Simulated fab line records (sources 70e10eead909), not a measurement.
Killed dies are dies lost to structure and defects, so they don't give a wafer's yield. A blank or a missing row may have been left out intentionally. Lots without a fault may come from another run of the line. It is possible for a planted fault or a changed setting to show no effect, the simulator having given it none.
Comparing a struck lot with a sound one | flow nand-harc | 15 steps out of a route of 1302
Sound: wafers L640.2, L640.3, L640.4. Struck: wafers L644.4, L644.5 (left out: L644.6, a lot-mate that was not struck); the cause follows at the end.
Per side, at each step with rows, come the tool, then ch with its chambers, and then its first start. Under that, the readings that differ: sound wafers | struck wafers | difference of the means | sigmas: that difference in standard deviations of wafers without a fault.
alike: same words and numbers on both sides, and readings whose means sit less than 2 such deviations apart. not compared: any withheld reading, any reading some wafer has no value for, any bound like >300 that may hide the same value, and any number with overlapping values for which the record gives no deviation.
A row with sigmas, a row that says differs or no value, or rows on one side alone: a step with any of these is where the two part. Numbers that don't overlap but have no deviation are shown without sigmas and don't part them. Lack of a reading on every wafer of one side parts them only where that side has two or more wafers.

first, 8 steps without rows for these wafers: NHARC_THIN_TSV_DEHYDRATE_25 (time 120 s); NHARC_THIN_TSV_HMDS_26 (time 30 s); NHARC_THIN_TSV_COAT_27; NHARC_THIN_TSV_SOFTBAKE_28 (time 95 s); NHARC_THIN_TSV_EBR_29; NHARC_THIN_TSV_EXPOSE_30 (exposes mask PAD); NHARC_THIN_TSV_PEB_31 (peb time 85 s); NHARC_THIN_TSV_DEVELOP_32 (time 70 s).
NHARC_THIN_TSV_CD_MEAS_33: target cd 5000 nm.
  sound on cd-sem-02 ch 0, day 25 19:56; struck on cd-sem-01 ch 0, day 28 01:48
  alike: cd-nm
then, 1 step without rows for these wafers: NHARC_THIN_TSV_HARDBAKE_34 (time 80 s).
NHARC_THIN_TSV_DESCUM_35: chemistry O2, time 3 s.
  sound on rie-diel-03 ch 0,2,3, day 25 20:07; struck on rie-diel-02 ch 0,3, day 28 01:58
  alike: drypump-motor-current-A, mfc-ar-sccm, oes-product-au, rf-vpp-V, showerhead-plenum-p-Torr, throttle-valve-pct
  not compared: rf-hours-counter-h
NHARC_THIN_TSV_ETCH_59: etches the open film in Cl2/BCl3, target depth 880 nm, time 138.1 s.
  sound on rie-metal-03 ch 0,1, day 25 20:13; struck on rie-metal-01 ch 0,1, day 28 02:09
  alike: drypump-motor-current-A, oes-product-au, throttle-valve-pct
  not compared: rf-hours-counter-h
NHARC_THIN_TSV_ETCH_36: etches the open film in Cl2/BCl3, target depth 65 nm, time 18.571 s.
  sound on rie-metal-03 ch 0,1, day 25 20:29; struck on rie-metal-01 ch 0,1, day 28 02:21
  reading               | sound             | struck      | difference | sigmas
  oes-product-au (a.u.) | 1.006 1.003 1.005 | 0.842 0.837 | -0.165     | -18
  alike: drypump-motor-current-A
  not compared: rf-hours-counter-h
NHARC_THIN_TSV_STRIP_56: strips in O2.
  sound on plasma-asher-02 ch 0,1, day 25 20:38; struck on plasma-asher-02 ch 1, day 28 02:34
  alike: drypump-motor-current-A, heater-power-w
  not compared: rf-hours-counter-h
NHARC_END_SORT_01:
  sound on prober-02 ch 0, day 26 05:49; struck on prober-01 ch 0, day 28 13:14
  alike: defect-limited-yield, killed-at-array, killed-at-other, killed-at-periphery, killed-dies, killed-open, killed-short

WHERE THEY PART
Only at NHARC_THIN_TSV_ETCH_36, within this record. Later steps at which nothing parts them and some readings are alike: NHARC_THIN_TSV_STRIP_56, NHARC_END_SORT_01.

WHY: what had been put in by the simulator
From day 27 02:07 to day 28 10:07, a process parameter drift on rie-metal-01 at NHARC_THIN_TSV_ETCH_36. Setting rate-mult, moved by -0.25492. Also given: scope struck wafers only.
